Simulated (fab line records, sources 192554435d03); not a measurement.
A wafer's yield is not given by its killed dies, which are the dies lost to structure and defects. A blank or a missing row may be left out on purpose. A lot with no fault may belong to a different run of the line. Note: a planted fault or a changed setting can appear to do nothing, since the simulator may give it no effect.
Which tool is to blame?    flow n5Finfet    Sampling: 24 lots, 72 wafers, 6 of 1938 route steps

WHAT THE GAUGES READ, wafer by wafer
The record lacks any reading of a measuring or inspecting step that a usual standard deviation could be used to judge.

TOOL THAT RAN EACH LOT (tool first, then ch and the chambers of the sampled wafers, then the start)
lot   N5_BEOL_M2_ETCH_64                 N5_BEOL_M2_ETCHBACK_99             N5_BEOL_M2_STRIP_97                           N5_BEOL_M2_ANNEAL_95         N5_BEOL_M2_ANNEAL_51             N5_BEOL_M3_PECVD_72
L074  rieDiel-05 ch 0,2,3, day 7 04:19   rieDiel-03 ch 1,3, day 7 09:56     rieDiel-03 ch 1,3, day 7 16:21 or earlier     pvdSputter-02, day 7 16:21   rtpAnneal-01 ch 0, day 7 16:41   pecvd-02 ch 1,2, day 7 18:02
L075  rieDiel-01 ch 1,2,3, day 7 10:37   rieDiel-05 ch 1,2,3, day 7 17:13   rieDiel-05 ch 1,2,3, day 7 20:05 or earlier   pvdSputter-03, day 7 20:05   rtpAnneal-02 ch 0, day 7 20:26   pecvd-02 ch 0,1, day 7 21:31
L076  rieDiel-05 ch 0,1,2, day 7 10:48   rieDiel-03 ch 2,3, day 7 17:25     rieDiel-03 ch 2,3, day 7 21:56 or earlier     pvdSputter-03, day 7 21:56   rtpAnneal-01 ch 0, day 7 22:19   pecvd-02 ch 0,1,2, day 8 01:57
L077  rieDiel-01 ch 1,2,3, day 7 11:46   rieDiel-01 ch 1,2,3, day 7 21:43   rieDiel-01 ch 1,2,3, day 8 01:31 or earlier   pvdSputter-02, day 8 01:31   rtpAnneal-01 ch 0, day 8 01:54   pecvd-02 ch 0,1,2, day 8 07:46
L078  rieDiel-01 ch 1,2, day 7 22:10     rieDiel-05 ch 0,1, day 8 08:56     rieDiel-05 ch 0,1, day 8 12:29 or earlier     pvdSputter-03, day 8 12:29   rtpAnneal-01 ch 0, day 8 12:50   pecvd-02 ch 0,1,2, day 8 14:00
L079  rieDiel-05 ch 0,2,3, day 7 23:09   rieDiel-01 ch 1,2,3, day 8 09:24   rieDiel-01 ch 1,2,3, day 8 14:14 or earlier   pvdSputter-02, day 8 14:14   rtpAnneal-02 ch 0, day 8 14:34   pecvd-01 ch 1,2, day 8 15:40
L080  rieDiel-03 ch 1,3, day 8 10:59     rieDiel-01 ch 0,1, day 9 09:52     rieDiel-01 ch 0,1, day 9 13:05 or earlier     pvdSputter-02, day 9 13:05   rtpAnneal-02 ch 0, day 9 13:25   pecvd-01 ch 0,1, day 9 14:38
L081  rieDiel-05 ch 0,3, day 8 15:10     rieDiel-05 ch 0,3, day 9 09:53     rieDiel-05 ch 0,3, day 9 13:14 or earlier     pvdSputter-01, day 9 13:14   rtpAnneal-01 ch 0, day 9 13:43   pecvd-01 ch 0,1, day 9 14:44
L082  rieDiel-03 ch 0,1,2, day 9 01:25   rieDiel-05 ch 2,3, day 9 12:53     rieDiel-05 ch 2,3, day 9 16:10 or earlier     pvdSputter-02, day 9 16:10   rtpAnneal-01 ch 0, day 9 16:31   pecvd-01 ch 0, day 9 17:32
L083  rieDiel-05 ch 1,2,3, day 9 05:52   rieDiel-05 ch 0,1,2, day 9 20:55   rieDiel-05 ch 0,1,2, day 9 23:59 or earlier   pvdSputter-01, day 9 23:59   rtpAnneal-01 ch 0, day 10 00:20  pecvd-01 ch 0,1, day 10 01:23
L084  rieDiel-01 ch 0,3, day 9 08:46     rieDiel-03 ch 0,3, day 10 06:58    rieDiel-03 ch 0,3, day 10 10:50 or earlier    pvdSputter-01, day 10 10:50  rtpAnneal-02 ch 0, day 10 11:13  pecvd-01 ch 0,1, day 10 12:14
L085  rieDiel-03 ch 1,2,3, day 9 10:34   rieDiel-01 ch 0,1, day 9 16:04     rieDiel-01 ch 0,1, day 9 19:47 or earlier     pvdSputter-03, day 9 19:47   rtpAnneal-01 ch 0, day 9 20:11   pecvd-01 ch 0,1, day 9 21:14
L087  rieDiel-01 ch 0,1,3, day 9 18:49   rieDiel-01 ch 1,2, day 10 16:01    rieDiel-01 ch 1,2, day 10 18:59 or earlier    pvdSputter-02, day 10 18:59  rtpAnneal-01 ch 0, day 10 19:25  pecvd-02 ch 0,1, day 10 20:20
L086  rieDiel-01 ch 1,2, day 9 21:28     rieDiel-03 ch 0,2,3, day 10 16:09  rieDiel-03 ch 0,2,3, day 10 19:38 or earlier  pvdSputter-03, day 10 19:38  rtpAnneal-02 ch 0, day 10 20:01  pecvd-02 ch 0,2, day 10 21:00
L089  rieDiel-03 ch 1,2,3, day 9 23:00   rieDiel-05 ch 0,2,3, day 10 16:12  rieDiel-05 ch 0,2,3, day 10 20:49 or earlier  pvdSputter-02, day 10 20:49  rtpAnneal-02 ch 0, day 10 21:16  pecvd-01 ch 0,2, day 10 22:16
L088  rieDiel-01 ch 1,2, day 10 01:39    rieDiel-03 ch 1,2,3, day 10 19:06  rieDiel-03 ch 1,2,3, day 10 22:35 or earlier  pvdSputter-03, day 10 22:35  rtpAnneal-02 ch 0, day 10 22:55  pecvd-02 ch 0,2, day 10 23:56
L090  rieDiel-03 ch 0,1, day 10 12:28    rieDiel-05 ch 0,1, day 10 23:00    rieDiel-05 ch 0,1, day 11 02:12 or earlier    pvdSputter-03, day 11 02:12  rtpAnneal-01 ch 0, day 11 02:32  pecvd-02 ch 0,1, day 11 03:34
L091  rieDiel-03 ch 0,2,3, day 10 20:11  rieDiel-01 ch 0,1,2, day 11 13:12  rieDiel-01 ch 0,1,2, day 11 17:13 or earlier  pvdSputter-01, day 11 17:13  rtpAnneal-02 ch 0, day 11 17:32  pecvd-03 ch 0,1,2, day 11 18:34
L092  rieDiel-05 ch 1,2, day 10 21:12    rieDiel-01 ch 0,2,3, day 12 02:10  rieDiel-01 ch 0,2,3, day 12 05:05 or earlier  pvdSputter-03, day 12 05:05  rtpAnneal-02 ch 0, day 12 05:28  pecvd-02 ch 0,1,2, day 12 06:26
L093  rieDiel-05 ch 0,1,3, day 11 18:33  rieDiel-01 ch 0,1,2, day 12 08:43  rieDiel-01 ch 0,1,2, day 12 17:13 or earlier  pvdSputter-03, day 12 17:13  rtpAnneal-02 ch 0, day 12 17:36  pecvd-02 ch 0,1,2, day 12 18:35
L094  rieDiel-01 ch 0,2,3, day 11 23:47  rieDiel-03 ch 1,2,3, day 12 08:55  rieDiel-03 ch 1,2,3, day 12 13:32 or earlier  pvdSputter-02, day 12 13:32  rtpAnneal-02 ch 0, day 12 13:58  pecvd-03 ch 0,1, day 12 14:53
L095  rieDiel-01 ch 0,1,3, day 12 04:40  rieDiel-05 ch 1,2,3, day 13 02:13  rieDiel-05 ch 1,2,3, day 13 05:10 or earlier  pvdSputter-03, day 13 05:10  rtpAnneal-02 ch 0, day 13 05:30  pecvd-03 ch 0,1, day 13 06:32
L096  rieDiel-01 ch 1,2,3, day 12 07:07  rieDiel-01 ch 0,1,2, day 13 08:07  rieDiel-01 ch 0,1,2, day 13 11:12 or earlier  pvdSputter-03, day 13 11:12  rtpAnneal-01 ch 0, day 13 11:32  pecvd-02 ch 1,2, day 13 12:34
L097  rieDiel-03 ch 0,1, day 12 12:17    rieDiel-01 ch 1,3, day 13 15:46    rieDiel-01 ch 1,3, day 13 19:38 or earlier    pvdSputter-02, day 13 19:38  rtpAnneal-02 ch 0, day 13 19:58  pecvd-02 ch 0,2, day 13 20:59
- N5_BEOL_M2_ETCH_64: etches SOC in N2/H2, target depth 75 nm, overetch 22.5 nm, time 121.9 s.
- N5_BEOL_M2_ETCHBACK_99: etches SiO2 in CHF3, target depth 5 nm, time 10.4 s.
- N5_BEOL_M2_STRIP_97: strips in N2/H2, time 10 s.
- N5_BEOL_M2_ANNEAL_95: time 240 s.
- N5_BEOL_M2_ANNEAL_51: time 90 s.
- N5_BEOL_M3_PECVD_72: deposits SiO2 from TEOS/O2, target thk 16 nm, time 18 s.

WHAT THE TOOLS THEMSELVES READ (means of the sampled wafers that have a number; where no wafer has one, the mark that the record gives instead)
N5_BEOL_M2_ETCH_64. Usual: biasW 150.0 W, standard deviation 0.45; drypumpMotorCurrentA 5.7 A, standard deviation 0.39; oesProductAu 0.64 a.u., standard deviation 0.063; rfVppV 524 V, standard deviation 3.3; showerheadPlenumPTorr 2.56 Torr, standard deviation 0.11; throttleValvePct 17.77 %, standard deviation 0.25.
lot   tool        biasW (W)  drypumpMotorCurrentA (A)  oesProductAu (a.u.)  rfVppV (V)  showerheadPlenumPTorr (Torr)  throttleValvePct (%)  flag
L074  rieDiel-05  149.6      5.6                       0.60                 523         2.56                          17.94                 
L075  rieDiel-01  149.8      5.8                       0.69                 524         2.56                          17.63                 
L076  rieDiel-05  150.0      5.6                       0.67                 523         2.52                          17.83                 
L077  rieDiel-01  149.9      5.8                       0.69                 524         2.56                          17.63                 
L078  rieDiel-01  149.7      5.6                       0.68                 522         2.49                          17.64                 
L079  rieDiel-05  150.1      5.5                       0.59                 524         2.55                          17.94                 
L080  rieDiel-03  150.2      5.8                       0.62                 527         2.64                          17.80                 
L081  rieDiel-05  150.4      5.5                       0.55                 524         2.53                          18.09                 
L082  rieDiel-03  150.1      5.6                       0.63                 525         2.61                          17.87                 
L083  rieDiel-05  149.7      5.6                       0.62                 526         2.60                          17.80                 
L084  rieDiel-01  150.8      6.2                       0.66                 525         2.62                          17.83                 
L085  rieDiel-03  149.5      5.9                       0.57                 523         2.54                          17.88                 
L087  rieDiel-01  149.8      6.0                       0.65                 525         2.56                          17.82                 
L086  rieDiel-01  149.8      5.6                       0.66                 522         2.48                          17.67                 
L089  rieDiel-03  149.7      5.9                       0.56                 523         2.54                          17.88                 
L088  rieDiel-01  149.9      5.6                       0.66                 522         2.48                          17.67                 
L090  rieDiel-03  150.5      5.6                       0.67                 528         2.71                          17.66                 
L091  rieDiel-03  150.1      6.0                       0.58                 524         2.54                          17.73                 
L092  rieDiel-05  150.2      5.6                       0.64                 526         2.60                          17.68                 
L093  rieDiel-05  150.4      5.6                       0.64                 523         2.48                          17.91                 
L094  rieDiel-01  149.8      5.7                       0.64                 523         2.54                          17.68                 
L095  rieDiel-01  150.0      6.0                       0.64                 524         2.55                          17.86                 
L096  rieDiel-01  150.2      5.8                       0.64                 525         2.54                          17.70                 
L097  rieDiel-03  150.1      5.5                       0.65                 528         2.70                          17.85                 

N5_BEOL_M2_ETCHBACK_99. Usual: biasW 46.98 W, standard deviation 0.14; drypumpMotorCurrentA 5.7 A, standard deviation 0.4; oesProductAu 0.83 a.u., standard deviation 0.079; rfVppV 244 V, standard deviation 4.7; showerheadPlenumPTorr 2.15 Torr, standard deviation 0.1; throttleValvePct 17.06 %, standard deviation 0.23.
lot   tool        biasW (W)  drypumpMotorCurrentA (A)  oesProductAu (a.u.)  rfVppV (V)  showerheadPlenumPTorr (Torr)  throttleValvePct (%)  flag
L074  rieDiel-03  47.30      6.1                       0.79                 248         2.18                          16.92                 
L075  rieDiel-05  46.86      5.6                       0.84                 243         2.20                          17.05                 
L076  rieDiel-03  47.02      6.2                       0.71                 248         2.10                          17.03                 
L077  rieDiel-01  46.97      5.8                       0.91                 246         2.17                          16.95                 
L078  rieDiel-05  46.90      5.6                       0.88                 236         2.08                          17.09                 
L079  rieDiel-01  47.05      5.8                       0.91                 245         2.17                          16.97                 
L080  rieDiel-01  47.18      5.7                       0.87                 240         2.10                          16.93                 
L081  rieDiel-05  46.90      5.5                       0.75                 239         2.06                          17.36                 
L082  rieDiel-05  47.08      5.6                       0.79                 246         2.24                          17.04                 
L083  rieDiel-05  46.99      5.5                       0.84                 239         2.12                          17.07                 
L084  rieDiel-03  47.05      6.2                       0.78                 249         2.17                          16.83                 
L085  rieDiel-01  46.92      5.7                       0.88                 241         2.11                          16.97                 
L087  rieDiel-01  47.00      5.3                       0.90                 245         2.09                          16.76                 
L086  rieDiel-03  46.97      6.0                       0.76                 247         2.14                          16.97                 
L089  rieDiel-05  46.94      5.6                       0.86                 242         2.15                          17.08                 
L088  rieDiel-03  46.88      5.9                       0.74                 248         2.14                          17.14                 
L090  rieDiel-05  46.94      5.6                       0.80                 237         2.02                          17.25                 
L091  rieDiel-01  46.99      5.5                       0.87                 243         2.09                          16.89                 
L092  rieDiel-01  46.89      5.7                       0.86                 247         2.16                          17.05                 
L093  rieDiel-01  47.02      5.5                       0.86                 244         2.09                          16.91                 
L094  rieDiel-03  46.90      5.9                       0.83                 249         2.23                          16.99                 
L095  rieDiel-05  46.89      5.6                       0.85                 242         2.18                          17.00                 
L096  rieDiel-01  47.00      5.5                       0.84                 244         2.09                          16.92                 
L097  rieDiel-01  47.07      6.1                       0.83                 240         2.16                          17.11                 

N5_BEOL_M2_STRIP_97. Usual: drypumpMotorCurrentA 5.7 A, standard deviation 0.39; oesProductAu 0.83 a.u., standard deviation 0.078; rfVppV 59.3 V, standard deviation 0.96; showerheadPlenumPTorr 2.54 Torr, standard deviation 0.11; throttleValvePct 23.6 %, standard deviation 0.32.
lot   tool        drypumpMotorCurrentA (A)  oesProductAu (a.u.)  rfVppV (V)  showerheadPlenumPTorr (Torr)  throttleValvePct (%)  flag
L074  rieDiel-03  6.1                       0.78                 59.5        2.58                          23.4                  
L075  rieDiel-05  5.6                       0.83                 59.4        2.60                          23.6                  
L076  rieDiel-03  6.2                       0.71                 59.6        2.48                          23.4                  
L077  rieDiel-01  5.8                       0.91                 59.6        2.55                          23.5                  
L078  rieDiel-05  5.5                       0.88                 58.6        2.45                          23.8                  
L079  rieDiel-01  5.8                       0.90                 59.4        2.55                          23.5                  
L080  rieDiel-01  5.8                       0.88                 60.0        2.49                          23.8                  
L081  rieDiel-05  5.5                       0.74                 58.7        2.44                          23.9                  
L082  rieDiel-05  5.6                       0.78                 59.5        2.64                          23.5                  
L083  rieDiel-05  5.6                       0.83                 58.8        2.50                          23.8                  
L084  rieDiel-03  6.2                       0.77                 59.0        2.57                          23.2                  
L085  rieDiel-01  5.7                       0.87                 58.8        2.49                          23.7                  
L087  rieDiel-01  5.3                       0.89                 59.3        2.47                          23.3                  
L086  rieDiel-03  5.9                       0.76                 59.7        2.54                          23.5                  
L089  rieDiel-05  5.6                       0.85                 59.9        2.54                          23.7                  
L088  rieDiel-03  5.9                       0.74                 59.5        2.53                          23.7                  
L090  rieDiel-05  5.6                       0.81                 58.4        2.40                          24.0                  
L091  rieDiel-01  5.5                       0.87                 59.8        2.47                          23.5                  
L092  rieDiel-01  5.7                       0.86                 58.7        2.54                          23.5                  
L093  rieDiel-01  5.6                       0.85                 58.6        2.47                          23.5                  
L094  rieDiel-03  5.8                       0.83                 59.9        2.64                          23.6                  
L095  rieDiel-05  5.6                       0.85                 59.3        2.58                          23.6                  
L096  rieDiel-01  5.5                       0.84                 59.2        2.47                          23.5                  
L097  rieDiel-01  6.0                       0.83                 59.9        2.54                          23.9                  

N5_BEOL_M2_ANNEAL_95. Usual: heaterPowerW at 779 W, with a standard deviation of 73.
lot   tool           heaterPowerW (W)  flag
L074  pvdSputter-02  797               
L075  pvdSputter-03  753               
L076  pvdSputter-03  773               
L077  pvdSputter-02  704               
L078  pvdSputter-03  789               
L079  pvdSputter-02  766               
L080  pvdSputter-02  718               
L081  pvdSputter-01  755               
L082  pvdSputter-02  809               
L083  pvdSputter-01  858               
L084  pvdSputter-01  736               
L085  pvdSputter-03  760               
L087  pvdSputter-02  756               
L086  pvdSputter-03  775               
L089  pvdSputter-02  793               
L088  pvdSputter-03  832               
L090  pvdSputter-03  809               
L091  pvdSputter-01  783               
L092  pvdSputter-03  740               
L093  pvdSputter-03  779               
L094  pvdSputter-02  761               
L095  pvdSputter-03  807               
L096  pvdSputter-03  814               
L097  pvdSputter-02  773               

N5_BEOL_M2_ANNEAL_51. Usual: wafer_temp_C_max at 225.87, with a standard deviation of 0.26.
lot   tool          wafer_temp_C_max  flag
L074  rtpAnneal-01  225.60            
L075  rtpAnneal-02  225.89            
L076  rtpAnneal-01  225.70            
L077  rtpAnneal-01  225.62            
L078  rtpAnneal-01  225.86            
L079  rtpAnneal-02  225.81            
L080  rtpAnneal-02  226.00            
L081  rtpAnneal-01  225.91            
L082  rtpAnneal-01  225.95            
L083  rtpAnneal-01  225.78            
L084  rtpAnneal-02  226.15            
L085  rtpAnneal-01  225.51            
L087  rtpAnneal-01  225.67            
L086  rtpAnneal-02  226.21            
L089  rtpAnneal-02  225.71            
L088  rtpAnneal-02  225.86            
L090  rtpAnneal-01  225.88            
L091  rtpAnneal-02  226.18            
L092  rtpAnneal-02  225.89            
L093  rtpAnneal-02  225.96            
L094  rtpAnneal-02  225.95            
L095  rtpAnneal-02  226.14            
L096  rtpAnneal-01  225.85            
L097  rtpAnneal-02  226.12            

N5_BEOL_M3_PECVD_72. Usual: heaterPowerW 676 W, standard deviation 69; showerheadPlenumPTorr 8.77 Torr, standard deviation 0.067; throttleValvePct 22.7 %, standard deviation 1.5.
lot   tool      heaterPowerW (W)  showerheadPlenumPTorr (Torr)  throttleValvePct (%)  flag
L074  pecvd-02  718               8.68                          22.4                  
L075  pecvd-02  764               8.74                          24.1                  
L076  pecvd-02  708               8.74                          23.2                  
L077  pecvd-02  687               8.74                          23.0                  
L078  pecvd-02  718               8.73                          23.2                  
L079  pecvd-01  649               8.78                          21.9                  
L080  pecvd-01  600               8.80                          21.5                  
L081  pecvd-01  603               8.83                          21.4                  
L082  pecvd-01  572               8.85                          21.6                  
L083  pecvd-01  561               8.79                          21.3                  
L084  pecvd-01  692               8.80                          21.3                  
L085  pecvd-01  590               8.82                          21.5                  
L087  pecvd-02  738               8.80                          23.9                  
L086  pecvd-02  654               8.71                          22.4                  
L089  pecvd-01  682               8.83                          20.7                  
L088  pecvd-02  734               8.72                          22.3                  
L090  pecvd-02  714               8.74                          24.1                  
L091  pecvd-03  696               8.81                          23.7                  
L092  pecvd-02  742               8.74                          23.1                  
L093  pecvd-02  692               8.75                          23.2                  
L094  pecvd-03  691               8.80                          25.0                  
L095  pecvd-03  682               8.80                          25.1                  
L096  pecvd-02  747               8.69                          22.7                  
L097  pecvd-02  637               8.79                          23.1                  

THE ANSWER, worked out from the rows above alone
Rule: take the mean of a lot's wafers that have a number; if it is more than 3 standard deviations from the usual mean, the lot is off. Also off: a lot with no number at a reading for which 4 or more lots have one. Where the step has rows for the other lots, those lots are counted as sound. The gauges are gone through in route order, then the tools' own readings, and for those a lot's mean is taken as printed above. At the first step where some lot is off, the reading lying furthest off is the one used; lots without a number count as furthest.
No lot is off on any of the readings shown, so nothing can be concluded from this.

WHAT HAD BEEN PUT IN BY THE SIMULATOR
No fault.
